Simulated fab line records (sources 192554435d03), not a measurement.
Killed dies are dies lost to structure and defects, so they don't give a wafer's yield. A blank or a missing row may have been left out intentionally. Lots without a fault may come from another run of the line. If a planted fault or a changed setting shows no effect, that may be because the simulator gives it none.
fab line records :: flow n5-finfet
record:
  lots: 4
  wafers: 12
  last-day: 18
route steps=1938 shown FIN_SAQP@114 BEOL_M4@1111 PASSIVATION@1936
lots untouched by any fault: they come from a run of this same line in which no faults occurred
start-h: start of the lot's first displayed wafer, in hours after the record's first day :: wait-h: hours from the lot's prior step to this one :: " as in the row above :: L1.1+2: one row covering several wafers at once :: - either no value or no given start :: * or withheld: withheld :: < > ~ a bound
route shown NAME@n: a module of which the file shows steps, and the number in the route of the first :: usual: mean/standard deviation taken from wafers without a fault :: same: alike in all rows :: chamber/n: place in a boat :: sites: per-site readings :: _std_site: the standard deviation of these :: _edge_site: the outer-site mean with the inner-site mean subtracted :: radius-mm: how far each site lies from the wafer's centre :: mask NAME#n: copy n :: behind: the tool/chamber that last shaped the wafer :: hold: why the lot went on hold/how many hours it stayed there/how the hold came to an end :: device: the n, p or np transistor that did not switch :: end of line: the route-end tests of the same wafers :: for a step that has no rows: nothing shown but its recipe :: killed: the dies lost at the first sort to structure and to defects; this is not the yield of the wafer :: map: dies across one wafer; x = killed, . = not, _ = none there
set.NAME: the setting as run; set.NAME@STEP: as run at that earlier step :: model.NAME: the simulator's own value behind a step, which no gauge read
lots at some steps of the route; a table a step, a row a wafer
services: the hour from which a tool's chamber was out of use, counted from the record's first day as start-h (under 0 if before that day), plus the number of hours and why
== steps ==
step: N5_FIN_SAQP_DESCUM_21
recipe:
  chemistry: O2
  time-s: 7.9
  source-power-w: 50
  bias-power-w: 20
  pressure-mtorr: 20
  rf-frequency-hz: 2.712e+07
  temp-c: 40
  resist: CAR-ArF
  o2-flow-sccm: 225
step: N5_FIN_SAQP_ETCH_51
recipe:
  chemistry: CF4
  target: SiARC
  target-depth-a: 455
  mask-material: CAR-ArF
  time-s: 75.8
  ion-energy-ev: 80
  pressure-mtorr: 40
  source-w: 545
  bias-w: 36
  Ar_flow_sccm: 100
  cf4-flow-sccm: 100
  ends: cleared
step: N5_FIN_SAQP_ETCH_52
recipe:
  chemistry: N2/H2
  target: SOC
  target-depth-a: 1000
  overetch-a: 200
  mask-material: SiARC
  temp-c: 40
  time-s: 150
  ion-energy-ev: 200
  pressure-mtorr: 30
  source-w: 840
  bias-w: 150
  n2-flow-sccm: 200
  h2-flow-sccm: 200
  ends: end-point
step: N5_FIN_SAQP_STRIP_53
recipe:
  chemistry: N2/H2
  temp-c: 40
  n2-flow-sccm: 200
  h2-flow-sccm: 200
  rf-frequency-hz: 6e+07
step: N5_FIN_SAQP_HM_OPEN_73
recipe:
  chemistry: CHF3/O2
  target: SiO2
  stop-on: a-Si
  target-depth-a: 120
  over-etch-frac: 1.8
  mask-material: SOC
  time-s: 16.8
  pressure-mtorr: 30
  source-w: 650
  bias-w: 170
  Ar_flow_sccm: 200
  CHF3_flow_sccm: 50
  O2_flow_sccm: 5
  ion-energy-ev: 200
  ends: end-point
step: N5_FIN_SAQP_STRIP_74
recipe:
  chemistry: CHF3/O2
  resist: SiARC
  rf-frequency-hz: 6e+07
step: N5_FIN_SAQP_MANDREL_ETCH_22
recipe:
  target-depth-a: 600
  chemistry: HBr/Cl2
  target: a-Si
  stop-on: SiNx
  bt-time-s: 10
  over-etch-frac: 0.5
  time-s: 30
  pressure-mtorr: 10
  icp-w: 800
  bias-w: 75
  HBr_flow_sccm: 150
  Cl2_flow_sccm: 80
  ends: end-point
step: N5_FIN_SAQP_STRIP_55
recipe:
  chemistry: N2/H2
  power-w: 500
  temp-c: 40
  pressure-mtorr: 50
  rf-frequency-hz: 6e+07
  overash-fraction: 0.3
  bias-power-w: 28
  h2-frac: 0.5
  n2-flow-sccm: 300
  h2-flow-sccm: 300
step: N5_FIN_SAQP_STRIP_23
recipe:
  chemistry: SPM
  time-s: 750
  temp-c: 130
  h2so4-h2o2-vol-ratio: 4
step: N5_FIN_SAQP_SRD_66
recipe:
  dry: ipa-marangoni
  time-s: 30
  temp-c: 23
  rinse-liquid: diw
step: N5_FIN_SAQP_RECESS_75
recipe:
  chemistry: HF/NH3
  target: SiO2
  target-depth-a: 144
  afs-cycles: 3
  temp-c: 30
  sublimation-temp-c: 180
  sublimation-time-s: 60
step: N5_FIN_SAQP_SPACER1_ALD_24
recipe:
  material: SiO2
  target-thk-a: 203
  temp-c: 300
  ald-precursor-family: BDEAS
  ald-co-reactant: O2-plasma
  pulse-time-s: 1
  purge-time-s: 2
  co-reactant-purge-time-s: 2
  ald-cycles: 218
  pressure-torr: 2
usual:
  heater-power-w: 469/34
  precursor-pulse-height-rel: 0.997/0.019
  susceptor-temp-C: 300.01/0.19
lot.wafer: L963.2
tool: ald-sin-04
chamber: 1
start-h: 41.41
wait-h: 0.3
heater-power-w: 431
precursor-pulse-height-rel: 1.020
susceptor-temp-C: 299.99
model.SiO2_of_FIN_SAQP_SPACER1_ALD_24.thk-nm: 20.2

lot.wafer: L963.3
tool: ald-sin-04
chamber: 3
start-h: 41.41
wait-h: 0.3
heater-power-w: 414
precursor-pulse-height-rel: 1.004
susceptor-temp-C: 299.77
model.SiO2_of_FIN_SAQP_SPACER1_ALD_24.thk-nm: 20.2

lot.wafer: L963.4
tool: ald-sin-04
chamber: 0
start-h: 41.41
wait-h: 0.3
heater-power-w: 510
precursor-pulse-height-rel: 0.981
susceptor-temp-C: 300.02
model.SiO2_of_FIN_SAQP_SPACER1_ALD_24.thk-nm: 20.2

lot.wafer: L964.2
tool: ald-sin-04
chamber: 2
start-h: 47.42
wait-h: 0.3
heater-power-w: 487
precursor-pulse-height-rel: 1.011
susceptor-temp-C: 291.95
model.SiO2_of_FIN_SAQP_SPACER1_ALD_24.thk-nm: 21

lot.wafer: L964.3
tool: ald-sin-04
chamber: 1
start-h: 47.42
wait-h: 0.3
heater-power-w: 407
precursor-pulse-height-rel: 1.000
susceptor-temp-C: 292.08
model.SiO2_of_FIN_SAQP_SPACER1_ALD_24.thk-nm: 20.8

lot.wafer: L964.6
tool: ald-sin-04
chamber: 2
start-h: 47.42
wait-h: 0.3
heater-power-w: 495
precursor-pulse-height-rel: 0.994
susceptor-temp-C: 292.07
model.SiO2_of_FIN_SAQP_SPACER1_ALD_24.thk-nm: 21

lot.wafer: L968.1
tool: ald-sin-04
chamber: 1
start-h: 71.04
wait-h: 0.3
heater-power-w: 394
precursor-pulse-height-rel: 0.993
susceptor-temp-C: 291.98
model.SiO2_of_FIN_SAQP_SPACER1_ALD_24.thk-nm: 20.8

lot.wafer: L968.2
tool: ald-sin-04
chamber: 2
start-h: 71.04
wait-h: 0.3
heater-power-w: 482
precursor-pulse-height-rel: 1.012
susceptor-temp-C: 291.93
model.SiO2_of_FIN_SAQP_SPACER1_ALD_24.thk-nm: 20.8

lot.wafer: L968.4
tool: ald-sin-04
chamber: 3
start-h: 71.04
wait-h: 0.3
heater-power-w: 389
precursor-pulse-height-rel: 1.007
susceptor-temp-C: 292.40
model.SiO2_of_FIN_SAQP_SPACER1_ALD_24.thk-nm: 20.8

lot.wafer: L980.3
tool: ald-sin-01
chamber: 3
start-h: 144.01
wait-h: 0.2
heater-power-w: 452
precursor-pulse-height-rel: 1.006
susceptor-temp-C: 299.81
model.SiO2_of_FIN_SAQP_SPACER1_ALD_24.thk-nm: 20.2

lot.wafer: L980.4
tool: ald-sin-01
chamber: 2
start-h: 144.01
wait-h: 0.2
heater-power-w: 475
precursor-pulse-height-rel: 0.970
susceptor-temp-C: 300.08
model.SiO2_of_FIN_SAQP_SPACER1_ALD_24.thk-nm: 20.2

lot.wafer: L980.5
tool: ald-sin-01
chamber: 1
start-h: 144.01
wait-h: 0.2
heater-power-w: 493
precursor-pulse-height-rel: 1.029
susceptor-temp-C: 299.71
model.SiO2_of_FIN_SAQP_SPACER1_ALD_24.thk-nm: 20.4
step: N5_FIN_SAQP_SPACER1_ETCHBACK_25
recipe:
  chemistry: CHF3/O2
  mode: anisotropic-etchback
  target: SiO2
  target-depth-a: 244
  time-s: 12.2
  pressure-mtorr: 30
  source-w: 650
  bias-w: 170
  Ar_flow_sccm: 200
  CHF3_flow_sccm: 50
  O2_flow_sccm: 5
  ion-energy-ev: 200
step: N5_FIN_SAQP_MANDREL1_REMOVE_56
recipe:
  chemistry: HBr/Cl2/O2
  bt-time-s: 10
  target: a-Si
  stop-on: SiNx
  endpoint: OES-SiCl
  over-etch-frac: 1
  icp-w: 600
  bias-w: 22
  HBr_flow_sccm: 150
  Cl2_flow_sccm: 80
  O2_flow_sccm: 5
  pressure-mtorr: 10
usual:
  HBr_flow_sccm: 149.9/0.48
  chamber-pressure-mTorr: 10.001/0.0087
  drypump-motor-current-A: 5.7/0.36
  oes-product-au: 1.008/0.019
  throttle-valve-pct: 36.6/0.38
lot.wafer: L963.2
tool: rie-si-02
chamber: 3
start-h: 42.26
wait-h: 0.1
HBr_flow_sccm: 149.7
chamber-pressure-mTorr: 10.008
drypump-motor-current-A: 5.4
oes-product-au: 1.012
rf-hours-counter-h: 63
throttle-valve-pct: 36.9
model.FIN_SAQP.cd-nm: 20.2

lot.wafer: L963.3
tool: rie-si-02
chamber: 1
start-h: 42.26
wait-h: 0.1
HBr_flow_sccm: 150.6
chamber-pressure-mTorr: 10.013
drypump-motor-current-A: 5.4
oes-product-au: 1.032
rf-hours-counter-h: 27
throttle-valve-pct: 36.5
model.FIN_SAQP.cd-nm: 20.4

lot.wafer: L963.4
tool: rie-si-02
chamber: 0
start-h: 42.26
wait-h: 0.1
HBr_flow_sccm: 149.9
chamber-pressure-mTorr: 10.003
drypump-motor-current-A: 5.7
oes-product-au: 1.003
rf-hours-counter-h: 56
throttle-valve-pct: 37.0
model.FIN_SAQP.cd-nm: 20.2

lot.wafer: L964.2
tool: rie-si-02
chamber: 3
start-h: 48.23
wait-h: 0.1
HBr_flow_sccm: 150.0
chamber-pressure-mTorr: 10.006
drypump-motor-current-A: 5.4
oes-product-au: 1.007
rf-hours-counter-h: 63
throttle-valve-pct: 36.9
model.FIN_SAQP.cd-nm: 21

lot.wafer: L964.3
tool: rie-si-02
chamber: 2
start-h: 48.23
wait-h: 0.1
HBr_flow_sccm: 150.5
chamber-pressure-mTorr: 10.001
drypump-motor-current-A: 6.1
oes-product-au: 1.019
rf-hours-counter-h: 81
throttle-valve-pct: 35.8
model.FIN_SAQP.cd-nm: 20.8

lot.wafer: L964.6
tool: rie-si-02
chamber: 1
start-h: 48.23
wait-h: 0.1
HBr_flow_sccm: 150.2
chamber-pressure-mTorr: 9.999
drypump-motor-current-A: 5.4
oes-product-au: 1.027
rf-hours-counter-h: -
throttle-valve-pct: 36.5
model.FIN_SAQP.cd-nm: 21

lot.wafer: L968.1
tool: rie-si-02
chamber: 0
start-h: 71.94
wait-h: 0.1
HBr_flow_sccm: 149.5
chamber-pressure-mTorr: 9.989
drypump-motor-current-A: 5.8
oes-product-au: 0.991
rf-hours-counter-h: 56
throttle-valve-pct: 37.0
model.FIN_SAQP.cd-nm: 20.8

lot.wafer: L968.2
tool: rie-si-02
chamber: 2
start-h: 71.94
wait-h: 0.1
HBr_flow_sccm: 149.8
chamber-pressure-mTorr: 9.997
drypump-motor-current-A: 6.1
oes-product-au: 1.020
rf-hours-counter-h: 82
throttle-valve-pct: 35.8
model.FIN_SAQP.cd-nm: 20.8

lot.wafer: L968.4
tool: rie-si-02
chamber: 3
start-h: 71.94
wait-h: 0.1
HBr_flow_sccm: 149.4
chamber-pressure-mTorr: 10.004
drypump-motor-current-A: 5.4
oes-product-au: 1.008
rf-hours-counter-h: 64
throttle-valve-pct: 36.9
model.FIN_SAQP.cd-nm: 20.8

lot.wafer: L980.3
tool: rie-si-02
chamber: 0
start-h: 144.85
wait-h: 0.1
HBr_flow_sccm: 150.1
chamber-pressure-mTorr: 10.008
drypump-motor-current-A: 5.8
oes-product-au: 1.006
rf-hours-counter-h: 58
throttle-valve-pct: 37.0
model.FIN_SAQP.cd-nm: 20.4

lot.wafer: L980.4
tool: rie-si-02
chamber: 2
start-h: 144.85
wait-h: 0.1
HBr_flow_sccm: 149.1
chamber-pressure-mTorr: 10.010
drypump-motor-current-A: 6.1
oes-product-au: 1.016
rf-hours-counter-h: 83
throttle-valve-pct: 35.8
model.FIN_SAQP.cd-nm: 20.4

lot.wafer: L980.5
tool: rie-si-02
chamber: 3
start-h: 144.85
wait-h: 0.1
HBr_flow_sccm: 149.7
chamber-pressure-mTorr: 9.994
drypump-motor-current-A: 5.4
oes-product-au: 1.006
rf-hours-counter-h: -
throttle-valve-pct: 36.9
model.FIN_SAQP.cd-nm: 20.6
step: N5_FIN_SAQP_CD_MEAS_27
recipe:
  target-cd-nm: 20
  landing-energy-ev: 1000
  detector: se-inlens
  polarity: line
usual:
  cd-nm: 20.31/0.21
lot.wafer: L963.2
tool: cd-sem-02
chamber: 0
start-h: 42.37
wait-h: 0.1
cd-nm: 20.45

lot.wafer: L963.3
tool: cd-sem-02
chamber: 0
start-h: 42.37
wait-h: 0.1
cd-nm: 20.23

lot.wafer: L963.4
tool: cd-sem-02
chamber: 0
start-h: 42.37
wait-h: 0.1
cd-nm: 20.34

lot.wafer: L964.2
tool: cd-sem-01
chamber: 0
start-h: 48.34
wait-h: 0.1
cd-nm: 21.27

lot.wafer: L964.3
tool: cd-sem-01
chamber: 0
start-h: 48.34
wait-h: 0.1
cd-nm: 20.53

lot.wafer: L964.6
tool: cd-sem-01
chamber: 0
start-h: 48.34
wait-h: 0.1
cd-nm: 20.88

lot.wafer: L968.1
tool: cd-sem-01
chamber: 0
start-h: 72.05
wait-h: 0.1
cd-nm: 21.09

lot.wafer: L968.2
tool: cd-sem-01
chamber: 0
start-h: 72.05
wait-h: 0.1
cd-nm: 21.06

lot.wafer: L968.4
tool: cd-sem-01
chamber: 0
start-h: 72.05
wait-h: 0.1
cd-nm: 20.78

lot.wafer: L980.3
tool: cd-sem-02
chamber: 0
start-h: 144.96
wait-h: 0.1
cd-nm: 20.42

lot.wafer: L980.4
tool: cd-sem-02
chamber: 0
start-h: 144.96
wait-h: 0.1
cd-nm: 20.50

lot.wafer: L980.5
tool: cd-sem-02
chamber: 0
start-h: 144.96
wait-h: 0.1
cd-nm: 20.41
step: N5_FIN_SAQP_ETCH_57
recipe:
  chemistry: CH3F/O2
  target: SiNx
  mask-material: SiO2
  target-depth-a: 325
  time-s: 46.4
  pressure-mtorr: 30
  source-w: 395
  bias-w: 73
  Ar_flow_sccm: 150
  CH3F_flow_sccm: 30
  O2_flow_sccm: 20
  ion-energy-ev: 120
  ends: cleared
step: N5_BEOL_M4_RC_MEAS_101
usual:
  DIBL_N: 36.0/1.9
  DIBL_P: 35.6/2.2
  IOFF_N: 0.15/0.031
  IOFF_P: 0.19/0.032
  ION_N: 668/11
  ION_P: 455/7.2
  SS_N: 71.5/0.65
  SS_P: 73.4/0.64
  VT_N: 251/3.6
  VT_P: -253/3.3
lot.wafer: L964.2
tool: prober-01
chamber: 0
start-h: 216.05
wait-h: 0.2
DIBL_N[mV/V]: 37.1
DIBL_P[mV/V]: 35.6
IOFF_N[nA/um]: 0.17
IOFF_P[nA/um]: 0.21
ION_N[uA/um]: 679
ION_P[uA/um]: 466
SS_N[mV/dec]: 71.8
SS_P[mV/dec]: 73.8
VT_N[mV]: 248
VT_P[mV]: -252

lot.wafer: L964.3
tool: prober-01
chamber: 0
start-h: 216.05
wait-h: 0.2
DIBL_N[mV/V]: 35.4
DIBL_P[mV/V]: 34.6
IOFF_N[nA/um]: 0.14
IOFF_P[nA/um]: 0.20
ION_N[uA/um]: 674
ION_P[uA/um]: 474
SS_N[mV/dec]: 71.2
SS_P[mV/dec]: 73.3
VT_N[mV]: 248
VT_P[mV]: -248

lot.wafer: L964.6
tool: prober-01
chamber: 0
start-h: 216.05
wait-h: 0.2
DIBL_N[mV/V]: 39.3
DIBL_P[mV/V]: 39.2
IOFF_N[nA/um]: 0.23
IOFF_P[nA/um]: 0.27
ION_N[uA/um]: 700
ION_P[uA/um]: 469
SS_N[mV/dec]: 72.6
SS_P[mV/dec]: 74.6
VT_N[mV]: 246
VT_P[mV]: -244

lot.wafer: L963.2
tool: prober-02
chamber: 0
start-h: 226.81
wait-h: 0.2
DIBL_N[mV/V]: 38.0
DIBL_P[mV/V]: 38.6
IOFF_N[nA/um]: 0.21
IOFF_P[nA/um]: 0.24
ION_N[uA/um]: 678
ION_P[uA/um]: 460
SS_N[mV/dec]: 72.4
SS_P[mV/dec]: 73.2
VT_N[mV]: 245
VT_P[mV]: -249

lot.wafer: L963.3
tool: prober-02
chamber: 0
start-h: 226.81
wait-h: 0.2
DIBL_N[mV/V]: 35.6
DIBL_P[mV/V]: 35.3
IOFF_N[nA/um]: 0.15
IOFF_P[nA/um]: 0.19
ION_N[uA/um]: 671
ION_P[uA/um]: 460
SS_N[mV/dec]: 71.4
SS_P[mV/dec]: 72.9
VT_N[mV]: 253
VT_P[mV]: -252

lot.wafer: L963.4
tool: prober-02
chamber: 0
start-h: 226.81
wait-h: 0.2
DIBL_N[mV/V]: 37.9
DIBL_P[mV/V]: 38.4
IOFF_N[nA/um]: 0.19
IOFF_P[nA/um]: 0.23
ION_N[uA/um]: 674
ION_P[uA/um]: 453
SS_N[mV/dec]: 71.7
SS_P[mV/dec]: 74.3
VT_N[mV]: 247
VT_P[mV]: -251

lot.wafer: L968.1
tool: prober-02
chamber: 0
start-h: 247.70
wait-h: 0.0
DIBL_N[mV/V]: 34.4
DIBL_P[mV/V]: 33.2
IOFF_N[nA/um]: 0.13
IOFF_P[nA/um]: 0.18
ION_N[uA/um]: 664
ION_P[uA/um]: 457
SS_N[mV/dec]: 71.7
SS_P[mV/dec]: 73.2
VT_N[mV]: 256
VT_P[mV]: -251

lot.wafer: L968.2
tool: prober-02
chamber: 0
start-h: 247.70
wait-h: 0.0
DIBL_N[mV/V]: 32.4
DIBL_P[mV/V]: 31.0
IOFF_N[nA/um]: 0.10
IOFF_P[nA/um]: 0.16
ION_N[uA/um]: 646
ION_P[uA/um]: 454
SS_N[mV/dec]: 70.7
SS_P[mV/dec]: 72.4
VT_N[mV]: 256
VT_P[mV]: -250

lot.wafer: L968.4
tool: prober-02
chamber: 0
start-h: 247.70
wait-h: 0.0
DIBL_N[mV/V]: 35.5
DIBL_P[mV/V]: 35.2
IOFF_N[nA/um]: 0.15
IOFF_P[nA/um]: 0.21
ION_N[uA/um]: 670
ION_P[uA/um]: 459
SS_N[mV/dec]: 71.5
SS_P[mV/dec]: 74.2
VT_N[mV]: 252
VT_P[mV]: -250

lot.wafer: L980.3
tool: prober-02
chamber: 0
start-h: 322.74
wait-h: 0.3
DIBL_N[mV/V]: 36.7
DIBL_P[mV/V]: 36.8
IOFF_N[nA/um]: 0.16
IOFF_P[nA/um]: 0.21
ION_N[uA/um]: 679
ION_P[uA/um]: 462
SS_N[mV/dec]: 71.7
SS_P[mV/dec]: 74.5
VT_N[mV]: 253
VT_P[mV]: -251

lot.wafer: L980.4
tool: prober-02
chamber: 0
start-h: 322.74
wait-h: 0.3
DIBL_N[mV/V]: 34.6
DIBL_P[mV/V]: 34.9
IOFF_N[nA/um]: 0.14
IOFF_P[nA/um]: 0.19
ION_N[uA/um]: 672
ION_P[uA/um]: 459
SS_N[mV/dec]: 71.3
SS_P[mV/dec]: 73.6
VT_N[mV]: 250
VT_P[mV]: -251

lot.wafer: L980.5
tool: prober-02
chamber: 0
start-h: 322.74
wait-h: 0.3
DIBL_N[mV/V]: 35.8
DIBL_P[mV/V]: 36.5
IOFF_N[nA/um]: 0.16
IOFF_P[nA/um]: 0.21
ION_N[uA/um]: 668
ION_P[uA/um]: 459
SS_N[mV/dec]: 72.2
SS_P[mV/dec]: 73.2
VT_N[mV]: 254
VT_P[mV]: -250
step: N5_PASSIVATION_PROBE_49
usual:
  defect-limited-yield: 91.3/1.4
  killed_at_M0_to_M3: 34/10
  killed_at_M4_up: 14/5.5
  killed-at-contacts: 12/6
  killed-at-front-end: 40/10
  killed-at-other: 3.0/2.4
  killed-dies: 103/17
  killed-open: 68/13
  killed-short: 34/7.8
  sort_bin_5_function: 5.1/0.97
  sort_bin_6_memory: 3.3/0.66
  sort-n-pass: 1077/17
  sort-yield-pct: 91.2/1.4
same:
  gross-dies: 1180
  killed-at-back-side: 0
  sort_bin_4_leakage[%]: 0
  sort_bin_8_speed[%]: 0
lot.wafer: L968.2
tool: prober-01
chamber: -
start-h: 356.66
wait-h: 0.1
defect-limited-yield[%]: 89.9
killed_at_M0_to_M3: 38
killed_at_M4_up: 13
killed-at-contacts: 19
killed-at-front-end: 46
killed-at-other: 3
killed-dies: 119
killed-open: 79
killed-short: 39
sort_bin_5_function[%]: 5.7
sort_bin_6_memory[%]: 4.2
sort-n-pass: 1061
sort-yield-pct[%]: 89.9

lot.wafer: L968.4
tool: prober-01
chamber: -
start-h: 356.76
wait-h: 0.2
defect-limited-yield[%]: 89.6
killed_at_M0_to_M3: 43
killed_at_M4_up: 8
killed-at-contacts: 15
killed-at-front-end: 47
killed-at-other: 10
killed-dies: 123
killed-open: 74
killed-short: 45
sort_bin_5_function[%]: 6.7
sort_bin_6_memory[%]: 3.4
sort-n-pass: 1057
sort-yield-pct[%]: 89.6
killed by level:class
L968.2 MOL_CONTACT_COAG:geometric-particle:open=16 FIN_SAQP:geometric-particle:short=12 FIN_SAQP:geometric-particle:open=11 BEOL_M0_SAQP:geometric-particle:open=10 BEOL_M2:geometric-particle:open=9 BEOL_M1:geometric-particle:open=7 BEOL_M1:geometric-particle:short=5 STARTING-WAFER:geometric-particle:open=5
L968.4 MOL_CONTACT_COAG:geometric-particle:open=13 FIN_SAQP:geometric-particle:open=11 GATE_CUT:geometric-particle:short=9 BEOL_M2:geometric-particle:open=9 FIN_SAQP:geometric-particle:short=7 BEOL_M0_SAQP:geometric-particle:open=7 BEOL_M3:geometric-particle:open=7 BEOL_M0_SAQP:geometric-particle:short=6
== services ==
tool: ald-sin-04
chamber: 2
start-h: 25.63
hours: 4.1
kind: repair

tool: ald-sin-01
chamber: -
start-h: 27.66
hours: 9.9
kind: repair

tool: ald-sin-04
chamber: 0
start-h: 57.58
hours: 2.9
kind: repair

tool: ald-sin-01
chamber: -
start-h: 85.13
hours: 2.8
kind: pm

tool: ald-sin-04
chamber: -
start-h: 85.25
hours: 14.0
kind: pm

tool: ald-sin-04
chamber: 0
start-h: 85.25
hours: 14.0
kind: vent-cycle

tool: ald-sin-04
chamber: 1
start-h: 85.25
hours: 14.0
kind: vent-cycle

tool: ald-sin-04
chamber: 2
start-h: 85.25
hours: 14.0
kind: vent-cycle

tool: ald-sin-04
chamber: 3
start-h: 85.25
hours: 14.0
kind: vent-cycle

tool: ald-sin-04
chamber: 0
start-h: 99.25
hours: -
kind: clean

tool: ald-sin-04
chamber: 1
start-h: 99.25
hours: -
kind: clean

tool: ald-sin-04
chamber: 2
start-h: 99.25
hours: -
kind: clean

tool: ald-sin-04
chamber: 3
start-h: 99.25
hours: -
kind: clean

tool: ald-sin-04
chamber: 2
start-h: 111.61
hours: -
kind: calibration
== key ==
first-sign:
  step: N5_FIN_SAQP_SPACER1_ALD_24
  reading: susceptor-temp-C
  direction: down
  sigmas: 43
  usual: *
  struck: *
effect:
  step: N5_FIN_SAQP_CD_MEAS_27
  reading: cd-nm
  direction: up
  sigmas: 3.1
  usual: 20.31
  struck: 20.94
model-effect:
  step: N5_FIN_SAQP_SPACER1_ALD_24
  value: SiO2_of_FIN_SAQP_SPACER1_ALD_24.thk-nm
  without: 20.33
  struck: 20.87
model-effect:
  step: N5_FIN_SAQP_MANDREL1_REMOVE_56
  value: FIN_SAQP.cd-nm
  without: 20.27
  struck: 20.87
met-at N5_FIN_SAQP_SPACER1_ALD_24
struck-wafers L964.2,L964.3,L964.6,L968.1,L968.2,L968.4
onset-between 41.41 47.42
fault:
  kind: process-parameter-drift
  tool: ald-sin-04
  chamber: -
  onset-h: 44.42
  steps: N5_FIN_SAQP_SPACER1_ALD_24
  channel: temp-c
  offset: *
  shape: step
  end-h: 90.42
  acts-in: *
  stated: *
